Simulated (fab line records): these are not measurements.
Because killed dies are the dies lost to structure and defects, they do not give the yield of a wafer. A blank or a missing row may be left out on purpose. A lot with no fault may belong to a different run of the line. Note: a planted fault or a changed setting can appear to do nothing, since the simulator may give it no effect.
Comparing a struck lot with a sound one -- flow nand_harc -- 36 out of 1159 route steps
Sound: wafers L357.1, L357.2, L357.4. Struck: wafer L352.3. At the end, the cause is stated.
Order at every step that has rows: each side's tool, ch and its chambers, its first start. Under that, the readings that differ: sound wafers -- struck wafers -- difference of the means -- sigmas: that difference in standard deviations of wafers without a fault.
alike: readings whose means differ by less than 2 such deviations, and words and numbers that are the same on both sides. not compared: withheld readings, readings that some wafer has no value for, bounds like >300 that may hide the same value, and numbers for which the record gives no deviation and whose values overlap.
A row with sigmas, a row that says differs or no value, or rows on one side alone: a step with any of these is where the two part. Non-overlapping numbers with no deviation appear without sigmas and do not part them. A reading that every wafer of one side lacks parts them only if that side has two wafers or more.

NHARC_A_WL_FILL_STRIP_27: strips in N2/H2, time 20 s.
  sound on plasma_asher-01 ch 0,1, day 18 15:17; struck on plasma_asher-02 ch 1, day 17 10:37
  alike: drypump_motor_current_A, heater_power_w
  not compared: rf_hours_counter_h
then, 4 steps without rows for these wafers: NHARC_A_WL_FILL_STRIP_28 (strips in post etch residue remover, time 1200 s); NHARC_A_WL_FILL_PRECLEAN_06 (cleans in DIW, time 300 s); NHARC_A_WL_FILL_SRD_07; NHARC_A_WL_FILL_ANNEAL_08 (time 1800 s).
NHARC_A_WL_FILL_ALD_10: deposits SiO2, target thk 50 nm, pulse time 10 s, ald cycles 500.
  sound on ald_hk-01 ch 0,2,3, day 18 20:32; struck on ald_hk-02 ch 0, day 17 16:27
reading,sound,struck,difference,sigmas
precursor_pulse_height_rel,0.998 0.991 0.982,1.041,+0.051,+3
  alike: heater_power_w
NHARC_A_WL_FILL_ETCHBACK_16: etches the open film in C4F8/O2/Ar, target depth 88 nm, time 17.6 s.
  sound on rie_diel-02 ch 0,1,3; struck on rie_diel-02 ch 2
reading,sound,struck,difference,sigmas
rf_hours_counter_h (h),7.2 7.8 7.4,6.1,-1.4,
  alike: oes_product_au, rf_vpp_V
then, 4 steps without rows for these wafers: NHARC_A_WL_FILL_STRIP_29 (strips in O2, time 20 s); NHARC_A_WL_FILL_ETCHBACK_17 (etches the open film in Cl2/BCl3, target depth 4 nm, time 26.7 s); NHARC_A_WL_FILL_PRECLEAN_18 (cleans in dHF, time 30 s); NHARC_A_WL_FILL_SRD_21.
NHARC_A_WL_FILL_CVD_23: deposits poly-Si, target thk 40 nm, time 800 s.
  sound on lpcvd_poly-01 ch 0, day 19 03:58; struck on lpcvd_poly-04 ch 0, day 17 22:29
  alike: spike_tc_top_C
then, 5 steps without rows for these wafers: NHARC_A_WL_FILL_ETCHBACK_26 (etches the open film in HBr, target depth 52 nm, time 13.3 s); NHARC_A_WL_FILL_PRECLEAN_30 (cleans in dHF, time 10 s); NHARC_A_WL_FILL_SRD_14; NHARC_A_WL_FILL_ALD_19 (deposits TiN, target thk 2 nm, pulse time 3 s, ald cycles 100); NHARC_A_WL_FILL_CVD_20 (deposits W, target thk 75 nm, time 5064 s).
NHARC_A_WL_FILL_CMP_12: polishes, t overpolish 30 s, target thk 75 nm.
  sound on cmp-01 ch 1,2,3, day 19 12:04; struck on cmp-02 ch 0, day 18 11:23
reading,sound,struck,difference,sigmas
motor_current_A (A),11.8 11.9 9.5,13.5,+2.4,+2
  alike: overpolish_run_s, slurry_filter_dp_kPa, time_to_endpoint_s
then, 2 steps without rows for these wafers: NHARC_A_WL_FILL_SRD_31; NHARC_A_CONTACT_DEP_24 (deposits SiO2, target thk 500 nm).
NHARC_A_CONTACT_DEP_28: deposits aC, target thk 3600 nm.
  sound on acl_dep-02 ch 0, day 19 13:26; struck on acl_dep-01 ch 0, day 18 13:14
  alike: throttle_valve_pct
then, 11 steps without rows for these wafers: NHARC_A_CONTACT_DEP_29 (deposits SiON, target thk 70 nm); NHARC_A_CONTACT_DEHYDRATE_32 (time 120 s); NHARC_A_CONTACT_HMDS_33 (time 30 s); NHARC_A_CONTACT_COAT_34 (time 75 s); NHARC_A_CONTACT_COAT_35 (time 65 s); NHARC_A_CONTACT_COAT_36 (resist thk 90 nm); NHARC_A_CONTACT_SOFTBAKE_37 (time 55 s); NHARC_A_CONTACT_EBR_38; NHARC_A_CONTACT_EXPOSE_39 (exposes mask A CC 3); NHARC_A_CONTACT_PEB_40 (peb time 65 s); NHARC_A_CONTACT_DEVELOP_41 (develop time 35 s).
NHARC_A_CONTACT_CD_MEAS_42 targets a cd of 200 nm.
  sound on cd_sem-01 ch 0, day 19 16:15; struck on cd_sem-01 ch 0, day 18 15:28
  alike: cd_nm
NHARC_A_CONTACT_OVL_MEAS_43:
  sound on overlay-01, day 19 16:20; struck on overlay-02, day 18 15:32
  alike: overlay_x_nm, overlay_y_nm
then, 1 step without rows for these wafers: NHARC_A_CONTACT_DESCUM_47 (chemistry O2, time 3 s).
-- the record jumps here: 3 days lie between the struck wafers' starts before and after (it left off in module A_CONTACT and takes up again in module END, whose first step shown is number 1159 of the route) --
NHARC_END_SORT_01:
  only the struck wafers appear in the record here, on prober-01 ch 0 at day 21 14:03; the sound ones have no rows

== WHERE THEY PART ==
At NHARC_A_WL_FILL_ALD_10 first; at NHARC_END_SORT_01 last (within this record only).

WHY: what the simulator had put in
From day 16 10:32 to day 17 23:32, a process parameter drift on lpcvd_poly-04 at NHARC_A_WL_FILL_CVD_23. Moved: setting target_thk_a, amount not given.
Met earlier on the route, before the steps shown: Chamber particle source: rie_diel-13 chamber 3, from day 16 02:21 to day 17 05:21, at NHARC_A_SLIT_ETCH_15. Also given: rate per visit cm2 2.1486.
